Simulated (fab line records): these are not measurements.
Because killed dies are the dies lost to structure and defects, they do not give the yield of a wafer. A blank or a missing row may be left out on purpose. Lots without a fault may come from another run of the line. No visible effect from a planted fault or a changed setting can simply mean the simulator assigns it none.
fab line records -- flow n5_finfet -- part 2 of 2: steps 25 to 31 of 31
[record] lots = 5, wafers = 15, last_day = 17
route steps=1938 shown FIN_SAQP@91
lots that met no fault: from a run of the same line without faults
start_h: hours from the record's opening day to when the first of the lot's shown wafers began -- wait_h: hours elapsed since this lot's preceding step -- " repeats the value in the row above -- L1.1+2: one row covering several wafers at once -- - no value, or no start given -- * or withheld: withheld -- < > ~ a bound
route shown NAME@n: NAME is a module with steps in the file, n the number in the route of the first one -- usual: mean and standard deviation over wafers with no fault -- same: alike in all rows -- chamber/n: place in a boat -- sites: each site's reading -- _std_site: standard deviation of those values -- _edge_site: the outer-site mean with the inner-site mean subtracted -- radius_mm: how far each site lies from the wafer's centre -- mask NAME#n: copy n -- behind: the last tool/chamber to shape the wafer -- hold: why the lot went on hold/how many hours it stayed there/how the hold came to an end -- device: the transistor (n, p or np) that didn't switch -- end of line: the route-end tests of the same wafers -- a step given without rows: its recipe and nothing more -- killed: dies that structure and defects cost at the first sort, which is not the same as the wafer's yield -- map: dies across one wafer; x = killed, . = not, _ = none there
set.NAME: the setting the step ran with; set.NAME@STEP: the setting that earlier step ran with -- model.NAME: the simulator's own value behind a step, which no gauge read
lots at selected steps of the route; one table per step, one row per wafer
services: when a tool's chamber went out of use (start_h, in hours from the record's first day, below 0 if earlier), for how many hours, and the reason
[[steps]]
[step N5_FIN_SAQP_ETCH_51]
[recipe] chemistry = CF4, target = SiARC, target_depth_a = 455, mask_material = CAR-ArF, time_s = 75.8, ion_energy_ev = 80, pressure_mtorr = 40, source_w = 545, bias_w = 36, Ar_flow_sccm = 100, cf4_flow_sccm = 100, ends = cleared
[usual] drypump_motor_current_A = 5.7/0.32, etch_rf_on_time_s = 75.5/1.6, oes_product_au = 0.65/0.044, rf_vpp_V = 184.1/1.2, showerhead_plenum_p_Torr = 2.15/0.071, throttle_valve_pct = 15.66/0.2
lot.wafer,tool,chamber,start_h,wait_h,drypump_motor_current_A,etch_rf_on_time_s,oes_product_au,rf_hours_counter_h,rf_vpp_V,showerhead_plenum_p_Torr,throttle_valve_pct
L078.1,rie_diel-06,1,46.00,0.0,5.4,76.7,0.66,152,184.8,2.14,15.83
L078.4,rie_diel-06,2,46.00,0.0,6.3,74.2,0.62,205,183.1,2.05,15.90
L078.5,rie_diel-06,0,46.00,0.0,5.8,73.9,0.67,-,185.6,2.23,15.62
L081.2,rie_diel-06,1,64.29,0.0,5.4,77.6,0.64,159,182.7,2.14,15.85
L081.4,rie_diel-06,3,64.29,0.0,5.2,76.7,0.65,134,183.6,2.06,15.34
L081.5,rie_diel-06,3,64.29,0.0,5.3,77.2,0.65,-,182.6,2.06,15.34
L088.2,rie_diel-03,2,105.41,0.0,6.1,75.9,0.62,196,184.5,2.14,15.56
L088.3,rie_diel-03,0,105.41,0.0,5.5,74.7,0.68,123,182.2,2.07,15.61
L088.6,rie_diel-03,1,105.41,0.0,5.3,73.3,0.63,-,184.7,2.22,15.60
L090.1,rie_diel-03,0,118.84,0.0,5.5,74.1,0.68,128,183.7,2.06,15.61
L090.2,rie_diel-03,1,118.84,0.0,5.3,72.9,0.63,169,185.3,2.22,15.61
L090.6,rie_diel-03,3,118.84,0.0,5.9,75.9,0.76,-,184.9,2.27,15.43
L096.1,rie_diel-02,2,153.52,0.0,5.4,74.7,0.62,214,184.2,2.12,15.64
L096.3,rie_diel-02,3,153.52,0.0,5.5,74.8,0.62,200,182.8,2.12,16.10
L096.4,rie_diel-02,0,153.52,0.0,5.6,79.6,0.59,210,185.2,2.13,15.67
[step N5_FIN_SAQP_ETCH_52]
[recipe] chemistry = N2/H2, target = SOC, target_depth_a = 1000, overetch_a = 200, mask_material = SiARC, temp_c = 40, time_s = 150, ion_energy_ev = 200, pressure_mtorr = 30, source_w = 840, bias_w = 150, n2_flow_sccm = 200, h2_flow_sccm = 200, ends = end_point
[usual] drypump_motor_current_A = 5.7/0.32, oes_product_au = 0.68/0.047, rf_vpp_V = 524.1/2.6, showerhead_plenum_p_Torr = 2.55/0.092, throttle_valve_pct = 17.90/0.2
lot.wafer,tool,chamber,start_h,wait_h,drypump_motor_current_A,oes_product_au,rf_hours_counter_h,rf_vpp_V,showerhead_plenum_p_Torr,throttle_valve_pct
L078.1,rie_diel-06,1,46.05,0.0,5.4,0.70,153,524.6,2.55,18.11
L078.4,rie_diel-06,2,46.05,0.0,6.3,0.65,205,520.8,2.42,18.02
L078.5,rie_diel-06,0,46.05,0.0,5.8,0.70,-,527.8,2.67,17.92
L081.2,rie_diel-06,1,64.34,0.0,5.4,0.69,159,524.6,2.55,18.13
L081.4,rie_diel-06,3,64.34,0.0,5.2,0.69,134,522.6,2.44,17.55
L081.5,rie_diel-06,3,64.34,0.0,5.2,0.69,-,521.4,2.44,17.56
L088.2,rie_diel-03,2,105.47,0.0,6.1,0.65,197,522.3,2.52,17.79
L088.3,rie_diel-03,0,105.47,0.0,5.6,0.71,123,521.6,2.47,18.04
L088.6,rie_diel-03,1,105.47,0.0,5.3,0.65,-,526.5,2.64,17.86
L090.1,rie_diel-03,0,118.89,0.0,5.5,0.71,128,521.8,2.46,18.04
L090.2,rie_diel-03,1,118.89,0.0,5.3,0.64,169,526.2,2.64,17.85
L090.6,rie_diel-03,3,118.89,0.0,5.9,0.80,-,528.0,2.70,17.73
L096.1,rie_diel-02,2,153.57,0.0,5.4,0.65,214,523.7,2.52,17.80
L096.3,rie_diel-02,3,153.57,0.0,5.6,0.65,200,525.2,2.51,18.23
L096.4,rie_diel-02,0,153.57,0.0,5.6,0.63,210,523.5,2.51,17.68
[step N5_FIN_SAQP_STRIP_53]
[recipe] chemistry = N2/H2, temp_c = 40, n2_flow_sccm = 200, h2_flow_sccm = 200, rf_frequency_hz = 6e+07
lot.wafer,tool,chamber,start_h,wait_h
L078.1+4+5,rie_diel-06,"1,2,0",46.15,0.0
L081.2+4+5,rie_diel-06,"1,3,3",64.44,0.0
L088.2+3+6,rie_diel-03,"2,0,1",105.56,0.0
L090.1+2+6,rie_diel-03,"0,1,3",118.99,0.0
L096.1+3+4,rie_diel-02,"2,3,0",153.67,0.0
[step N5_FIN_SAQP_HM_OPEN_73]
[recipe] chemistry = CHF3/O2, target = SiO2, stop_on = a-Si, target_depth_a = 120, over_etch_frac = 1.8, mask_material = SOC, time_s = 16.8, pressure_mtorr = 30, source_w = 650, bias_w = 170, Ar_flow_sccm = 200, CHF3_flow_sccm = 50, O2_flow_sccm = 5, ion_energy_ev = 200, ends = end_point
[usual] drypump_motor_current_A = 5.7/0.32, oes_product_au = 0.46/0.032, rf_vpp_V = 521/10, showerhead_plenum_p_Torr = 2.41/0.079, throttle_valve_pct = 18.83/0.23
lot.wafer,tool,chamber,start_h,wait_h,drypump_motor_current_A,oes_product_au,rf_hours_counter_h,rf_vpp_V,showerhead_plenum_p_Torr,throttle_valve_pct
L078.1,rie_diel-06,1,46.16,0.0,5.5,0.47,153,547,2.42,19.13
L078.4,rie_diel-06,2,46.16,0.0,6.2,0.44,205,513,2.30,19.07
L078.5,rie_diel-06,0,46.16,0.0,5.8,0.47,-,518,2.52,18.85
L081.2,rie_diel-06,1,64.45,0.0,5.5,0.45,159,547,2.42,19.15
L081.4,rie_diel-06,3,64.45,0.0,5.2,0.46,134,517,2.31,18.53
L081.5,rie_diel-06,3,64.45,0.0,5.2,0.46,-,515,2.31,18.51
L088.2,rie_diel-03,2,105.57,0.0,6.1,0.43,197,512,2.39,18.65
L088.3,rie_diel-03,0,105.57,0.0,5.6,0.47,123,519,2.32,18.77
L088.6,rie_diel-03,1,105.57,0.0,5.3,0.44,-,507,2.49,18.74
L090.1,rie_diel-03,0,119.00,0.0,5.6,0.47,129,519,2.32,18.80
L090.2,rie_diel-03,1,119.00,0.0,5.3,0.44,169,506,2.49,18.75
L090.6,rie_diel-03,3,119.00,0.0,5.9,0.53,-,527,2.53,18.54
L096.1,rie_diel-02,2,153.68,0.0,5.5,0.42,214,525,2.39,18.80
L096.3,rie_diel-02,3,153.68,0.0,5.6,0.44,200,521,2.39,19.30
L096.4,rie_diel-02,0,153.68,0.0,5.6,0.43,210,526,2.38,18.75
[step N5_FIN_SAQP_STRIP_74]
[recipe] chemistry = CHF3/O2, resist = SiARC, rf_frequency_hz = 6e+07
lot.wafer,tool,chamber,start_h,wait_h
L078.1+4+5,rie_diel-06,"1,2,0",46.22,0.0
L081.2+4+5,rie_diel-06,"1,3,3",64.51,0.0
L088.2+3+6,rie_diel-03,"2,0,1",105.63,0.0
L090.1+2+6,rie_diel-03,"0,1,3",119.05,0.0
L096.1+3+4,rie_diel-02,"2,3,0",153.73,0.0
[step N5_FIN_SAQP_MANDREL_ETCH_22]
[recipe] target_depth_a = 600, chemistry = HBr/Cl2, target = a-Si, stop_on = SiNx, bt_time_s = 10, over_etch_frac = 0.5, time_s = 30, pressure_mtorr = 10, icp_w = 800, bias_w = 75, HBr_flow_sccm = 150, Cl2_flow_sccm = 80, ends = end_point
[usual] drypump_motor_current_A = 5.5/0.46, he_backside_leak_sccm = 2.8/0.35, oes_product_au = 0.762/0.014, throttle_valve_pct = 35.23/0.3
lot.wafer,tool,chamber,start_h,wait_h,drypump_motor_current_A,he_backside_leak_sccm,oes_product_au,rf_hours_counter_h,throttle_valve_pct
L078.1,rie_si-05,0,46.25,0.0,6.3,3.2,0.776,4,35.21
L078.4,rie_si-05,2,46.25,0.0,5.7,2.7,0.747,41,35.30
L078.5,rie_si-05,3,46.25,0.0,5.9,2.7,0.765,-,35.37
L081.2,rie_si-06,1,64.54,0.0,4.9,2.8,0.767,30,34.89
L081.4,rie_si-06,1,64.54,0.0,4.9,2.8,0.771,-,34.88
L081.5,rie_si-06,3,64.54,0.0,5.3,2.5,0.764,-,35.45
L088.2,rie_si-06,1,105.66,0.0,4.9,2.8,0.773,31,34.89
L088.3,rie_si-06,3,105.66,0.0,5.3,2.4,0.751,103,35.47
L088.6,rie_si-06,0,105.66,0.0,5.5,2.6,0.770,-,35.43
L090.1,rie_si-06,3,119.08,0.0,5.3,2.5,0.767,103,35.47
L090.2,rie_si-06,2,119.08,0.0,4.8,2.8,0.761,1,34.77
L090.6,rie_si-06,0,119.08,0.0,5.5,2.5,0.767,-,35.44
L096.1,rie_si-04,1,153.77,0.0,5.6,2.6,0.744,17,35.30
L096.3,rie_si-04,0,153.77,0.0,6.1,2.7,0.752,129,35.80
L096.4,rie_si-04,3,153.77,0.0,5.5,3.2,0.782,163,35.11
[step N5_FIN_SAQP_STRIP_55]
[recipe] chemistry = N2/H2, power_w = 500, temp_c = 40, pressure_mtorr = 50, rf_frequency_hz = 6e+07, overash_fraction = 0.3, bias_power_w = 28, h2_frac = 0.5, n2_flow_sccm = 300, h2_flow_sccm = 300
[usual] drypump_motor_current_A = 5.7/0.34, oes_product_au = 0.75/0.045, rf_vpp_V = 121.8/1.5, showerhead_plenum_p_Torr = 3.36/0.12, throttle_valve_pct = 19.07/0.25
lot.wafer,tool,chamber,start_h,wait_h,drypump_motor_current_A,oes_product_au,rf_hours_counter_h,rf_vpp_V,showerhead_plenum_p_Torr,throttle_valve_pct
L078.1,rie_diel-06,2,46.34,0.1,6.3,0.74,205,120.4,3.20,18.97
L078.4,rie_diel-06,3,46.34,0.1,5.2,0.79,126,119.5,3.23,18.68
L078.5,rie_diel-06,3,46.34,0.1,5.2,0.79,-,122.8,3.23,18.68
L081.2,rie_diel-02,2,64.64,0.1,5.4,0.73,187,121.9,3.35,18.76
L081.4,rie_diel-02,3,64.64,0.1,5.6,0.74,166,121.9,3.34,19.29
L081.5,rie_diel-02,2,64.64,0.1,5.4,0.73,-,121.4,3.35,18.76
L088.2,rie_diel-03,3,105.76,0.1,5.9,0.91,26,123.7,3.56,19.02
L088.3,rie_diel-03,2,105.76,0.1,6.1,0.72,197,122.7,3.33,19.28
L088.6,rie_diel-03,2,105.76,0.1,6.1,0.72,-,123.6,3.33,19.30
L090.1,rie_diel-06,3,119.19,0.1,5.3,0.77,154,120.5,3.22,18.71
L090.2,rie_diel-06,1,119.19,0.1,5.4,0.75,181,122.5,3.35,19.27
L090.6,rie_diel-06,1,119.19,0.1,5.4,0.75,-,121.6,3.35,19.26
L096.1,rie_diel-02,0,153.86,0.1,5.6,0.69,210,120.2,3.32,18.64
L096.3,rie_diel-02,1,153.86,0.1,5.9,0.73,202,123.6,3.46,19.51
L096.4,rie_diel-02,3,153.86,0.1,5.6,0.73,200,122.2,3.32,19.35
[[services]]
tool,chamber,start_h,hours,kind
arfi_scanner-02,-,26.12,3.1,pm
rie_si-04,-,28.21,0.3,repair
arfi_scanner-03,-,31.92,1.3,pm
arfi_scanner-02,-,41.68,4.9,pm
pecvd-02,2,46.63,15.7,repair
pecvd-01,0,47.89,7.9,repair
pecvd-01,2,48.73,13.4,repair
rie_si-06,3,50.66,8.2,repair
rie_diel-02,-,58.78,1.6,repair
arfi_scanner-01,-,68.06,0.8,pm
rie_diel-02,2,69.19,10.5,repair
ald_sin-01,-,85.84,14.0,pm
wet_bench-06,-,90.19,1.4,repair
pecvd-02,-,101.13,0.5,repair
pecvd-02,-,103.94,2.8,pm
rie_si-06,3,110.16,8.1,repair
rie_si-06,-,110.21,2.8,pm
arfi_scanner-01,-,111.18,1.0,pm
wet_bench-01,-,115.15,2.5,repair
arfi_scanner-01,-,118.79,1.0,pm
rie_diel-06,3,119.33,22.6,repair
arfi_scanner-01,-,124.79,24.0,pm
rie_diel-02,1,146.47,3.9,repair
arfi_scanner-01,-,148.79,1.3,pm
